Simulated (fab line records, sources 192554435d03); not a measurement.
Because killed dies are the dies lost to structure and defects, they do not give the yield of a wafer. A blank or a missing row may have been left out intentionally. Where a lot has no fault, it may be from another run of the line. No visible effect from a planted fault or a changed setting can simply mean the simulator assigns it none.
Chamber matching    flow n5-finfet    N5_DUMMY_GATE_ETCH_36 on rie-diel-05 has 4 sister chambers
The step etches SiARC in CF4, target depth 13 nm. 8 wafers are shown with their chamber, then 9 later ones without.

## EACH WAFER AND ITS CHAMBER
wafer   chamber  throttle-valve-pct (%)  showerhead-plenum-p-Torr (Torr)
L082.3  3        15.33                   2.12
L083.2  2        15.96                   2.24
L083.6  0        15.88                   2.12
L084.4  3        15.35                   2.12
L084.6  1        15.64                   2.21
L090.3  2        15.99                   2.23
L090.4  0        15.91                   2.12
L090.5  1        15.64                   2.20

## WAFERS WITHOUT THEIR CHAMBER
wafer   throttle-valve-pct (%)  showerhead-plenum-p-Torr (Torr)
L093.1  15.65                   2.20
L093.4  15.91                   2.12
L093.6  15.36                   2.12
L095.2  15.92                   2.11
L095.5  15.92                   2.11
L095.6  15.65                   2.20
L096.2  15.66                   2.20
L096.4  15.66                   2.20
L096.5  15.38                   2.12

## WHICH CHAMBER EACH WENT THROUGH
wafer   from the rows above  in truth
L093.1  1                    1
L093.4  0                    0
L093.6  3                    3
L095.2  0                    0
L095.5  0                    0
L095.6  1                    1
L096.2  1                    1
L096.4  1                    1
L096.5  3                    3
Correct placement for 9 of the 9. Left unplaced by these rows: 0. Wrongly placed: 0.
How it was worked out, from the rows above alone: a wafer's distance from a chamber is the root of the sum, over the readings, of the square of ((its reading less the chamber's mean) divided by the reading's scatter). The wafer belongs to the nearest chamber; if the next one is less than 2 further off, it can't be placed. A chamber's mean is the mean of its shown wafers. The scatter is the square root of a quotient: the sum, over the shown wafers, of each reading's squared deviation from its chamber's mean, divided by wafers minus chambers.
